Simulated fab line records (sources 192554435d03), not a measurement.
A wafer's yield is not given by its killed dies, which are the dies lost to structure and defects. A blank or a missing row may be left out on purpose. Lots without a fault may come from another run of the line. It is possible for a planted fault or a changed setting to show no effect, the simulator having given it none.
Chamber matching :: flow n5_finfet :: N5_BEOL_M9_CURE_71 on uv_cure-03 has 3 sister chambers
The step cures SiCOH lowk, time 240 s. 18 wafers are shown with their chamber, then 9 later ones without.

WAFERS, EACH WITH ITS CHAMBER
wafer: L077.4
chamber: 0
wafer_temp_C_max: 386.4
lamp_power_pct (%): 52.35

wafer: L077.5
chamber: 0
wafer_temp_C_max: 386.3
lamp_power_pct (%): 52.25

wafer: L077.6
chamber: 0
wafer_temp_C_max: 386.2
lamp_power_pct (%): 52.34

wafer: L083.2
chamber: 0
wafer_temp_C_max: 386.6
lamp_power_pct (%): 52.35

wafer: L083.3
chamber: 0
wafer_temp_C_max: 386.2
lamp_power_pct (%): 52.19

wafer: L083.6
chamber: 0
wafer_temp_C_max: 386.8
lamp_power_pct (%): 52.23

wafer: L085.1
chamber: 1
wafer_temp_C_max: 387.4
lamp_power_pct (%): 52.20

wafer: L085.2
chamber: 1
wafer_temp_C_max: 386.4
lamp_power_pct (%): 52.26

wafer: L085.3
chamber: 1
wafer_temp_C_max: 387.4
lamp_power_pct (%): 52.30

wafer: L086.4
chamber: 1
wafer_temp_C_max: 387.4
lamp_power_pct (%): 52.41

wafer: L086.5
chamber: 1
wafer_temp_C_max: 387.5
lamp_power_pct (%): 52.31

wafer: L086.6
chamber: 1
wafer_temp_C_max: 387.2
lamp_power_pct (%): 52.32

wafer: L090.2
chamber: 2
wafer_temp_C_max: 386.2
lamp_power_pct (%): 52.26

wafer: L090.3
chamber: 2
wafer_temp_C_max: 386.1
lamp_power_pct (%): 52.30

wafer: L090.4
chamber: 2
wafer_temp_C_max: 385.9
lamp_power_pct (%): 52.27

wafer: L092.2
chamber: 2
wafer_temp_C_max: 386.5
lamp_power_pct (%): 52.33

wafer: L092.5
chamber: 2
wafer_temp_C_max: 386.3
lamp_power_pct (%): 52.32

wafer: L092.6
chamber: 2
wafer_temp_C_max: 385.9
lamp_power_pct (%): 52.33

SIGNATURES, as means of the wafers listed above
reading: wafer_temp_C_max
chamber 0: 386.417
chamber 1: 387.217
chamber 2: 386.150
scatter within a chamber: 0.307

reading: lamp_power_pct
chamber 0: 52.2850
chamber 1: 52.3000
chamber 2: 52.3017
scatter within a chamber: 0.0598
Rule: for a wafer and a chamber, the distance is found by dividing, reading by reading, the gap between the wafer's reading and the chamber's mean by the reading's scatter, squaring, summing and taking the root. If the next closest chamber is less than 2 further off than the closest, the wafer can't be placed; otherwise it belongs to the closest. How the scatter is found: for the shown wafers, subtract from each reading the mean of its chamber, square and add these, divide the total by (wafers less chambers), then take the root.

WAFERS MISSING THEIR CHAMBER
wafer: L093.1
wafer_temp_C_max: 386.1
lamp_power_pct (%): 52.32

wafer: L093.3
wafer_temp_C_max: 386.4
lamp_power_pct (%): 52.35

wafer: L093.6
wafer_temp_C_max: 386.1
lamp_power_pct (%): 52.21

wafer: L095.2
wafer_temp_C_max: 386.3
lamp_power_pct (%): 52.28

wafer: L095.3
wafer_temp_C_max: 386.1
lamp_power_pct (%): 52.24

wafer: L095.6
wafer_temp_C_max: 386.2
lamp_power_pct (%): 52.35

wafer: L097.1
wafer_temp_C_max: 385.8
lamp_power_pct (%): 52.25

wafer: L097.3
wafer_temp_C_max: 386.5
lamp_power_pct (%): 52.22

wafer: L097.6
wafer_temp_C_max: 386.1
lamp_power_pct (%): 52.37

CHAMBER TAKEN BY EACH
wafer: L093.1
from the rows above: can't be placed: 2 or 0
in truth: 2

wafer: L093.3
from the rows above: can't be placed: 0 or 2 or 1
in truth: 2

wafer: L093.6
from the rows above: can't be placed: 2 or 0
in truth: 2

wafer: L095.2
from the rows above: can't be placed: 0 or 2
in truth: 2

wafer: L095.3
from the rows above: can't be placed: 2 or 0
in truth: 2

wafer: L095.6
from the rows above: can't be placed: 2 or 0
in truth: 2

wafer: L097.1
from the rows above: can't be placed: 2 or 0
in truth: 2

wafer: L097.3
from the rows above: can't be placed: 0 or 2 or 1
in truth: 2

wafer: L097.6
from the rows above: can't be placed: 2 or 0
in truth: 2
Placed correctly: 0 of 9. Not placeable from these rows: 9 (in 9, the candidates include the true chamber). Placed wrongly: 0.
